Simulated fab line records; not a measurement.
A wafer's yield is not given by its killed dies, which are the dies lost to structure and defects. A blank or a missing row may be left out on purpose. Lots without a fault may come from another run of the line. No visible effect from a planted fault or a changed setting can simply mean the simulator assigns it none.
Struck lot and sound lot, side by side + flow nand harc + 14 out of 1302 route steps
Sound: these wafers, L708.2, L708.4, L708.6. Struck: wafers L718.1, L718.2 (left out: L718.3, a lot-mate that was not struck); the cause follows at the end.
Each step with rows lists, per side, the tool, then ch with its chambers, then its first start. Under that, the readings that differ: sound wafers + struck wafers + difference of the means + sigmas: that difference in standard deviations of wafers without a fault.
alike: readings whose means differ by less than 2 such deviations, and words and numbers that are the same on both sides. not compared: withheld readings, readings that some wafer has no value for, bounds like >300 that may hide the same value, and numbers for which the record gives no deviation and whose values overlap.
A row with sigmas, a row that says differs or no value, or rows on one side alone: a step with any of these is where the two part. Numbers that don't overlap but have no deviation are shown without sigmas and don't part them. Lack of a reading on every wafer of one side parts them only where that side has two or more wafers.

NHARC_A_DECK1_JOINT_ETCHBACK_07: etches the open film in HBr, target depth 105 nm, time 26.9 s.
  sound on rie si-03 ch 2,3, day 14 16:28; struck on rie si-04 ch 1,2, day 19 00:50
  alike: drypump motor current A, oes product au, run length s, throttle valve pct
  not compared: rf hours counter h
then, 8 steps without rows for these wafers: NHARC_A_DECK1_JOINT_ETCH_25 (etches SiO2 in dHF, target depth 0.5 nm); NHARC_A_DECK1_JOINT_ETCH_19 (etches poly-Si in TMAH, target depth 3 nm); NHARC_A_DECK1_JOINT_ETCH_18 (etches SiO2 in dHF, target depth 3 nm); NHARC_A_DECK1_JOINT_WET_08 (chemistry H3PO4, time 86 s); NHARC_A_DECK1_JOINT_ETCH_09 (etches SiO2 in dHF, target depth 5 nm); NHARC_A_DECK1_JOINT_WET_10 (chemistry H3PO4, time 86 s); NHARC_A_DECK1_JOINT_ETCH_11 (etches SiO2 in dHF, target depth 35 nm); NHARC_A_DECK1_JOINT_CVD_12 (deposits poly-Si, target thk 90 nm, time 1800 s).
NHARC_A_DECK1_JOINT_CMP_13: polishes, target thk 51.023 nm.
  sound on cmp-03 ch 0,3, day 15 02:43; struck on cmp-03 ch 0,3, day 19 11:12
  alike: motor current A, time to endpoint s
NHARC_A_DECK1_JOINT_THK_MEAS_14: measures by ellipsometry.
  sound on film metro-02 at day 15 02:58; struck on film metro-01 at day 19 11:28
  alike: thk nm
next, for these wafers, 1 step has no rows: NHARC_A_DECK1_JOINT_SRD_04.
NHARC_A_DECK1_JOINT_ETCHBACK_00: etches the open film in HBr, target depth 30 nm, time 17.4 s.
  sound on rie si-04 ch 1,2, day 15 03:08; struck on rie si-03 ch 0,3, day 19 11:36
| reading          | sound          | struck    | difference | sigmas |
|------------------|----------------|-----------|------------|--------|
| run length s (s) | 38.6 38.9 38.9 | 35.9 36.7 | -2.5       | -6     |
  alike: drypump motor current A, oes product au, throttle valve pct
  not compared: rf hours counter h
then, 1 step without rows for these wafers: NHARC_A_DECK1_JOINT_PRECLEAN_30 (cleans in SC1).

== WHERE THEY PART ==
NHARC_A_DECK1_JOINT_ETCHBACK_00 only, going by this record.

WHY: what had been put in by the simulator
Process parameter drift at NHARC_A_DECK1_JOINT_ETCHBACK_00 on rie si-03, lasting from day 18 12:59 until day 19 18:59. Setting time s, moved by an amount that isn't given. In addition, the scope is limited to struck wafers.
